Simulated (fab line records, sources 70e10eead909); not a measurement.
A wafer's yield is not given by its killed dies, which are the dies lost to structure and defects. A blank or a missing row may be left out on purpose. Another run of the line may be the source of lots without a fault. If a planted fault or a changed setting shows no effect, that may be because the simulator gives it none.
Chamber matching / flow nand-harc / 4 sister chambers for NHARC_P_CONTACT_ALD_22 on ald-metal-04
The step deposits TiN, target thk 3 nm, pulse time 1 s, ald cycles 150. 22 wafers are shown with their chamber, then 11 later ones without.

== WAFERS WITH THEIR CHAMBER ==
wafer=L075.1; chamber=1; heater-power-w (W)=991; precursor-pulse-height-rel=0.990
wafer=L075.2; chamber=2; heater-power-w (W)=1083; precursor-pulse-height-rel=1.012
wafer=L075.3; chamber=3; heater-power-w (W)=1055; precursor-pulse-height-rel=1.019
wafer=L075.4; chamber=0; heater-power-w (W)=1093; precursor-pulse-height-rel=1.005
wafer=L075.5; chamber=1; heater-power-w (W)=988; precursor-pulse-height-rel=1.028
wafer=L075.6; chamber=2; heater-power-w (W)=1098; precursor-pulse-height-rel=1.000
wafer=L079.1; chamber=2; heater-power-w (W)=1108; precursor-pulse-height-rel=0.993
wafer=L079.2; chamber=1; heater-power-w (W)=999; precursor-pulse-height-rel=0.995
wafer=L079.4; chamber=2; heater-power-w (W)=1117; precursor-pulse-height-rel=0.990
wafer=L079.3; chamber=3; heater-power-w (W)=1065; precursor-pulse-height-rel=0.990
wafer=L079.5; chamber=3; heater-power-w (W)=1052; precursor-pulse-height-rel=1.014
wafer=L079.6; chamber=1; heater-power-w (W)=971; precursor-pulse-height-rel=1.007
wafer=L080.1; chamber=3; heater-power-w (W)=1044; precursor-pulse-height-rel=1.028
wafer=L080.3; chamber=2; heater-power-w (W)=1091; precursor-pulse-height-rel=0.999
wafer=L080.6; chamber=0; heater-power-w (W)=1090; precursor-pulse-height-rel=1.012
wafer=L085.1; chamber=0; heater-power-w (W)=1108; precursor-pulse-height-rel=1.029
wafer=L085.5; chamber=2; heater-power-w (W)=1098; precursor-pulse-height-rel=0.993
wafer=L085.6; chamber=0; heater-power-w (W)=1152; precursor-pulse-height-rel=0.989
wafer=L087.1; chamber=3; heater-power-w (W)=1078; precursor-pulse-height-rel=1.004
wafer=L087.3; chamber=2; heater-power-w (W)=1116; precursor-pulse-height-rel=0.995
wafer=L087.6; chamber=2; heater-power-w (W)=1147; precursor-pulse-height-rel=1.002
wafer=L089.3; chamber=0; heater-power-w (W)=1120; precursor-pulse-height-rel=1.014

SIGNATURES (averages over the wafers above)
reading=heater-power-w; chamber 0=1112.60; chamber 1=987.25; chamber 2=1107.25; chamber 3=1058.80; scatter within a chamber=18.9
reading=precursor-pulse-height-rel; chamber 0=1.00980; chamber 1=1.00500; chamber 2=0.99800; chamber 3=1.01100; scatter within a chamber=0.0127
Rule: a wafer lies at a distance from a chamber equal to the root of the sum of squares, over the readings, of (its reading less the chamber's mean, divided by the reading's scatter). If the next closest chamber is less than 2 further off than the closest, the wafer can't be placed; otherwise it belongs to the closest. The scatter: the root of (the sum of the squares of (reading less its chamber's mean) over the shown wafers, divided by (wafers less chambers)).

== WAFERS MISSING THEIR CHAMBER ==
wafer=L089.5; heater-power-w (W)=1148; precursor-pulse-height-rel=0.970
wafer=L089.6; heater-power-w (W)=974; precursor-pulse-height-rel=1.015
wafer=L095.2; heater-power-w (W)=1166; precursor-pulse-height-rel=0.994
wafer=L095.3; heater-power-w (W)=1138; precursor-pulse-height-rel=1.022
wafer=L095.5; heater-power-w (W)=1090; precursor-pulse-height-rel=0.998
wafer=L097.2; heater-power-w (W)=1192; precursor-pulse-height-rel=1.006
wafer=L097.4; heater-power-w (W)=1054; precursor-pulse-height-rel=1.005
wafer=L097.6; heater-power-w (W)=1080; precursor-pulse-height-rel=1.018
wafer=L097.1; heater-power-w (W)=1081; precursor-pulse-height-rel=0.981
wafer=L097.3; heater-power-w (W)=939; precursor-pulse-height-rel=1.020
wafer=L097.5; heater-power-w (W)=1102; precursor-pulse-height-rel=0.992

== WHICH CHAMBER EACH WENT THROUGH ==
wafer=L089.5; from the rows above=can't be placed: 2 or 0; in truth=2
wafer=L089.6; from the rows above=1; in truth=1
wafer=L095.2; from the rows above=can't be placed: 0 or 2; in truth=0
wafer=L095.3; from the rows above=can't be placed: 0 or 2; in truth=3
wafer=L095.5; from the rows above=can't be placed: 2 or 0 or 3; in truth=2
wafer=L097.2; from the rows above=can't be placed: 0 or 2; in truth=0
wafer=L097.4; from the rows above=3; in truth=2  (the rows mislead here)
wafer=L097.6; from the rows above=can't be placed: 3 or 0 or 2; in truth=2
wafer=L097.1; from the rows above=can't be placed: 2 or 3 or 0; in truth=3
wafer=L097.3; from the rows above=1; in truth=1
wafer=L097.5; from the rows above=can't be placed: 2 or 0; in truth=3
Correct placement for 2 of the 11. Not placeable from these rows: 8 (in 6, the candidates include the true chamber). Number placed wrongly: 1.
